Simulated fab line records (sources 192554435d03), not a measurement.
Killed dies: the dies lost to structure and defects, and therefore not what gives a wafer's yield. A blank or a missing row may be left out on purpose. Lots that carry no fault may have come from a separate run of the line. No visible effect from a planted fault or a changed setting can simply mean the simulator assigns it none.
Comparing a struck lot with a sound one :: flow n5_finfet :: 42 out of 1938 route steps
Sound: wafers L899.1, L899.5, L899.6. Struck: wafer L915.2. (L915.3, L915.5 of the same lot were not struck and are left out.) The cause comes at the end.
Order at every step that has rows: each side's tool, ch and its chambers, its first start. Under that, the readings that differ: sound wafers :: struck wafers :: difference of the means :: sigmas: that difference in standard deviations of wafers without a fault.
alike: words and numbers the same on both sides, and readings whose means are apart by under 2 such deviations; not compared: readings that were withheld, readings missing a value for some wafer, numbers with overlapping values and no deviation given by the record, and bounds like >300 which may hide the same value.
A row with sigmas, a row that says differs or no value, or rows on one side alone: a step with any of these is where the two part. Non-overlapping numbers with no deviation appear without sigmas and do not part them. Lack of a reading on every wafer of one side parts them only where that side has two or more wafers.

first, 8 steps without rows for these wafers: N5_BEOL_M5_ETCH_75 (etches underlayer in N2/H2, target depth 6.5 nm, time 5.2 s); N5_BEOL_M5_ETCH_67 (etches SiARC in CF4, target depth 15.6 nm, time 26 s); N5_BEOL_M5_ETCH_68 (etches SOC in N2/H2, target depth 80 nm, overetch 16 nm, time 120 s); N5_BEOL_M5_STRIP_69 (strips in N2/H2); N5_BEOL_M5_STRIP_76 (strips in N2/H2); N5_BEOL_M5_VIA_ETCH_34 (etches SiCOH lowk in C4F6/O2, target depth 88.3 nm, time 39.2 s); N5_BEOL_M5_STRIP_85 (strips in C4F6/O2); N5_BEOL_M5_STRIP_36 (strips in N2/H2).
N5_BEOL_M5_TRENCH_ETCH_37: etches SiCOH lowk in C4F6/O2, target depth 71.652 nm, time 24.7 s.
  sound on rie_diel-06 ch 0,3; struck on rie_diel-04 ch 3
reading: oes_product_au (a.u.)
sound: 0.72 0.72 0.72
struck: 0.95
difference: +0.23
sigmas: +2

reading: showerhead_plenum_p_Torr (Torr)
sound: 2.70 2.93 2.70
struck: 3.02
difference: +0.24
sigmas: +3
  alike: drypump_motor_current_A, rf_vpp_V, throttle_valve_pct
  not compared: rf_hours_counter_h
then, 2 steps without rows for these wafers: N5_BEOL_M5_ETCH_41 (etches SiCN in CH3F/O2, target depth 31.5 nm, time 56.7 s); N5_BEOL_M5_STRIP_91 (strips in N2/H2, time 10 s).
N5_BEOL_M5_OCD_MEAS_38:
  struck on ocd-02, day 13 10:07; sound on ocd-01, day 8 13:23
  alike: trench_depth_nm
N5_BEOL_M5_HM_STRIP_39: strips TiN in peroxide tin strip, target depth 25 nm, time 158 s.
  sound on wet_bench-05 ch 2,6,7, day 8 13:25; struck on wet_bench-02 ch 2, day 13 10:08
  alike: bath_guard_temp_C
then, 3 steps without rows for these wafers: N5_BEOL_M5_SRD_40 (time 30 s); N5_BEOL_M5_PRECLEAN_42 (cleans in residue remover, time 60 s); N5_BEOL_M5_SRD_43 (time 30 s).
N5_BEOL_M5_CD_MEAS_35: target cd 28 nm, target cd y 24 nm.
  struck on cd_sem-02, day 13 10:16; sound on cd_sem-01, day 8 13:32
  alike: cd_nm
then, 3 steps without rows for these wafers: N5_BEOL_M5_CURE_80 (cures SiCOH lowk, time 120 s); N5_BEOL_M5_DEGAS_44 (time 60 s); N5_BEOL_M5_PRE_CLEAN_45 (time 30 s).
N5_BEOL_M5_ALD_86: deposits TaN, pulse time 2 s, purge time 3 s, co reactant purge time 2 s.
  sound on ald_metal-02 ch 0,2,3, day 8 14:05; struck on ald_metal-02 ch 0, day 13 10:46
reading: precursor_vessel_temp_c (C)
sound: 75.07 75.20 75.11
struck: 74.86
difference: -0.27
sigmas: -2
  alike: heater_power_w, precursor_vessel_carrier_sccm, precursor_vessel_pressure_torr
then, 8 steps without rows for these wafers: N5_BEOL_M5_SURFACE_TREAT_87; N5_BEOL_M5_CVD_47 (deposits Co from CCTBA/H2, target thk 3 nm, time 216 s); N5_BEOL_M5_SPUTTER_48 (material Cu, target thk 15 nm, time 27.62 s); N5_BEOL_M5_ANNEAL_49 (time 1800 s); N5_BEOL_M5_SPUTTER_81 (material Cu, target thk 15 nm, time 27.62 s); N5_BEOL_M5_ANNEAL_82 (time 1800 s); N5_BEOL_M5_SPUTTER_83 (material Cu, target thk 15 nm, time 27.62 s); N5_BEOL_M5_ANNEAL_84 (time 1800 s).
N5_BEOL_M5_SPUTTER_88: material Cu, target thk 15 nm, time 27.62 s.
  struck on pvd_sputter-03, day 13 16:20; sound on pvd_sputter-01, day 8 18:09
  alike: chuck_gas_flow_sccm, throttle_valve_pct
then, 1 step without rows for these wafers: N5_BEOL_M5_ANNEAL_89 (time 1800 s).
N5_BEOL_M5_SPUTTER_90: material Cu, target thk 4.5 nm, time 8.29 s.
  struck on pvd_sputter-03, day 13 17:25; sound on pvd_sputter-01, day 8 19:14
  alike: chuck_gas_flow_sccm, throttle_valve_pct
then, 3 steps without rows for these wafers: N5_BEOL_M5_ECD_50 (material Cu, target thk 300 nm); N5_BEOL_M5_ANNEAL_51 (time 90 s); N5_BEOL_M5_CMP_52 (polishes, stops on SiCOH lowk, t overpolish 6.9 s, target thk 62 nm).
N5_BEOL_M5_THK_MEAS_53: measures by xrf.
  struck on film_metro-01, day 13 18:59; sound on film_metro-02, day 8 21:24
  alike: M5_THK
N5_BEOL_M5_PRE_CLEAN_77: time 15 s.
  sound on cvd_co-02 ch 0,2, day 8 21:26; struck on cvd_co-01 ch 1, day 13 19:02
  alike: heater_power_w
then, 3 steps without rows for these wafers: N5_BEOL_M5_CO_CAP_78 (material Co, precursor CCTBA/H2, target thk 2 nm, time 102.1 s); N5_BEOL_M5_PRE_CLEAN_55 (time 15 s); N5_BEOL_M5_DEP_56 (deposits SiCN from 3MS/NH3, target thk 8 nm, time 14 s).
N5_BEOL_M5_RS_MEAS_57: a four-point-probe measurement.
  struck on film_metro-02, day 13 19:17; sound on film_metro-02, day 8 21:40
  alike: M5_RS
-- a jump in the record: the struck wafers' starts before and after are 4 days apart (it breaks off in module BEOL_M5 and resumes in module PASSIVATION, where the first step shown is number 1936 of the route) --
N5_PASSIVATION_PROBE_49:
  rows exist in the record for the struck wafers here (prober-02, day 17 18:26), but not for the sound ones

## WHERE THEY PART
At N5_BEOL_M5_TRENCH_ETCH_37 first; at N5_PASSIVATION_PROBE_49 last (within this record only).

WHY: whatever the simulator had introduced
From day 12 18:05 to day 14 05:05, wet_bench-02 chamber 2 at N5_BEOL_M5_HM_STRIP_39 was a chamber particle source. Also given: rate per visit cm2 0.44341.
